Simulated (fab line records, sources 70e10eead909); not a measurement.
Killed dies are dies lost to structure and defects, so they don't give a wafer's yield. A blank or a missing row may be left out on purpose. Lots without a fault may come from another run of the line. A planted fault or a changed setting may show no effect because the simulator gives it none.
A struck lot beside a sound one | flow nand_harc | 14 steps out of a route of 1159
Sound: wafers L627.1, L627.3, L627.6. Struck: wafer L643.3. (L643.2, L643.5 of the same lot were not struck and are left out.) The cause comes at the end.
At each step with rows: each side's tool, then ch and its chambers, then its first start. Under that, the readings that differ: sound wafers | struck wafers | difference of the means | sigmas: that difference in standard deviations of wafers without a fault.
alike: readings whose means differ by less than 2 such deviations, and words and numbers that are the same on both sides. not compared: withheld readings, readings that some wafer has no value for, bounds like >300 that may hide the same value, and numbers for which the record gives no deviation and whose values overlap.
The two part at a step that has a row with sigmas, a row that says differs or no value, or rows on one side only. Numbers that don't overlap but have no deviation are shown without sigmas and don't part them. A reading that every wafer of one side lacks parts them only if that side has two wafers or more.

first, 2 steps without rows for these wafers: NHARC_A_ONON_D1_ANNEAL_15 (time 3600 s); NHARC_A_ONON_D1_DEP_16 (target thk 1000 nm).
NHARC_A_ONON_D1_THK_MEAS_18: measures by ellipsometry.
  sound on film_metro-02, day 8 19:50; struck on film_metro-02, day 12 23:48
  alike: thk_nm
then, 1 step without rows for these wafers: NHARC_A_ONON_D1_DEP_19 (target thk 1000 nm).
NHARC_A_ONON_D1_THK_MEAS_21: measures by ellipsometry.
  sound on film_metro-01, day 8 20:24; struck on film_metro-01, day 13 00:22
  alike: thk_nm
then, 1 step without rows for these wafers: NHARC_A_ONON_D1_DEP_22 (target thk 1000 nm).
NHARC_A_ONON_D1_THK_MEAS_24: measures by ellipsometry.
  sound on film_metro-01, day 8 20:58; struck on film_metro-02, day 13 00:56
  alike: thk_nm
then, 1 step without rows for these wafers: NHARC_A_ONON_D1_DEP_25 (target thk 1000 nm).
NHARC_A_ONON_D1_THK_MEAS_27: measures by ellipsometry.
  sound on film_metro-02, day 8 21:32; struck on film_metro-02, day 13 01:30
  alike: thk_nm
then, 1 step without rows for these wafers: NHARC_A_ONON_D1_DEP_28 (target thk 1000 nm).
NHARC_A_ONON_D1_THK_MEAS_30: measures by ellipsometry.
  sound on film_metro-02, day 8 22:07; struck on film_metro-02, day 13 02:04
  reading     | sound       | struck | difference | sigmas
  thk_nm (nm) | 991 992 992 | 1015   | +23        | +3
NHARC_A_ONON_D1_DEP_33: deposits SiO2, target thk 200 nm.
  sound on pecvd-01 ch 0,2, day 8 22:10; struck on pecvd-01 ch 0, day 13 02:08
  reading            | sound       | struck | difference | sigmas
  rf_fwd_power_W (W) | 893 894 894 | 1004   | +110       | +36
  alike: heater_power_outer_w, heater_power_w, susceptor_temp_C, throttle_valve_pct
NHARC_A_ONON_D1_THK_MEAS_34: measures by ellipsometry.
  sound on film_metro-01, day 8 22:35; struck on film_metro-02, day 13 02:32
  alike: thk_nm
then, 1 step without rows for these wafers: NHARC_END_SORT_01.

WHERE THEY PART
First at NHARC_A_ONON_D1_THK_MEAS_30; last, within this record, at NHARC_A_ONON_D1_DEP_33. Later steps at which nothing parts them and some readings are alike: NHARC_A_ONON_D1_THK_MEAS_34.

WHY: what the simulator had put in
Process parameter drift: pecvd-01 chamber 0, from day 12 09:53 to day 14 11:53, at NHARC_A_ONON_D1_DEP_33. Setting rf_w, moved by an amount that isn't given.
